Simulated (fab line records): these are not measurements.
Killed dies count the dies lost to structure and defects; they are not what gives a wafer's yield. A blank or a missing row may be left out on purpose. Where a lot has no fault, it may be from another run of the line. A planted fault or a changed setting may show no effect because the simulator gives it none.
Struck lot and sound lot, side by side | flow nand harc | 15 steps out of a route of 1159
Sound: the wafers L403.2, L403.4, L403.5. Wafers struck: L417.3, L417.4. The cause is named last.
Per side, at each step with rows, come the tool, then ch with its chambers, and then its first start. Under that, the readings that differ: sound wafers | struck wafers | difference of the means | sigmas: that difference in standard deviations of wafers without a fault.
alike: same words and numbers on both sides, and readings whose means sit less than 2 such deviations apart. not compared: any withheld reading, any reading some wafer has no value for, any bound like >300 that may hide the same value, and any number with overlapping values for which the record gives no deviation.
The two part at a step that has a row with sigmas, a row that says differs or no value, or rows on one side only. Numbers that have no deviation but don't overlap get no sigmas and don't part them. A reading that every wafer of one side lacks parts them only if that side has two wafers or more.

first, 8 steps without rows for these wafers: NHARC_A_SGD_CUT_COAT_56 (time 75 s); NHARC_A_SGD_CUT_COAT_57 (time 65 s); NHARC_A_SGD_CUT_COAT_03 (resist thk 90 nm); NHARC_A_SGD_CUT_SOFTBAKE_04 (time 55 s); NHARC_A_SGD_CUT_EBR_05; NHARC_A_SGD_CUT_EXPOSE_06 (exposes mask SGD); NHARC_A_SGD_CUT_PEB_07 (peb time 65 s); NHARC_A_SGD_CUT_DEVELOP_08 (develop time 35 s).
NHARC_A_SGD_CUT_CD_MEAS_09 targets a cd of 100 nm.
  sound on cd sem-01 ch 0, day 14 07:23; struck on cd sem-02 ch 0, day 17 12:37
  alike: cd nm
NHARC_A_SGD_CUT_OVL_MEAS_10:
  sound on overlay-01 at day 14 07:29; struck on overlay-02 at day 17 12:41
  alike: overlay x nm, overlay y nm
NHARC_A_SGD_CUT_INSPECT_11:
  sound on defect inspect-02 at day 14 07:31; struck on defect inspect-02 at day 17 12:44
  alike: raw defect count
NHARC_A_SGD_CUT_DESCUM_14: chemistry O2, time 3 s.
  sound on rie diel-04 ch 0,2, day 14 07:35; struck on rie diel-02 ch 2,3, day 17 12:48
  alike: drypump motor current A, oes product au, rf vpp V, showerhead plenum p Torr, throttle valve pct
  not compared: rf hours counter h
NHARC_A_SGD_CUT_ETCH_58: etches the open film in CF4, target depth 39 nm, time 65 s.
  sound on rie diel-04 ch 0,1, day 14 07:40; struck on rie diel-02 ch 1,3, day 17 12:53
  reading          | sound          | struck    | difference | sigmas
  run length s (s) | 87.0 86.2 86.7 | 67.0 67.5 | -19.4      | -39
  alike: drypump motor current A, oes product au, rf vpp V, showerhead plenum p Torr, throttle valve pct
  not compared: rf hours counter h
NHARC_A_SGD_CUT_ETCH_59: etches the open film in N2/H2, target depth 260 nm, time 406.25 s.
  sound: rie diel-04 ch 1,3; struck: rie diel-02 ch 1,3
  alike: drypump motor current A, oes product au, rf vpp V, run length s, showerhead plenum p Torr, throttle valve pct
  not compared: rf hours counter h
then, 1 step without rows for these wafers: NHARC_END_SORT_01.

## WHERE THEY PART
NHARC_A_SGD_CUT_ETCH_58 only, going by this record. Later steps at which nothing parts them and some readings are alike: NHARC_A_SGD_CUT_ETCH_59.

WHY: the cause the simulator had injected
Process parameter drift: rie diel-02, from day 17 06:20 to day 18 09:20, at NHARC_A_SGD_CUT_ETCH_58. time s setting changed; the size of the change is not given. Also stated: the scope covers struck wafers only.
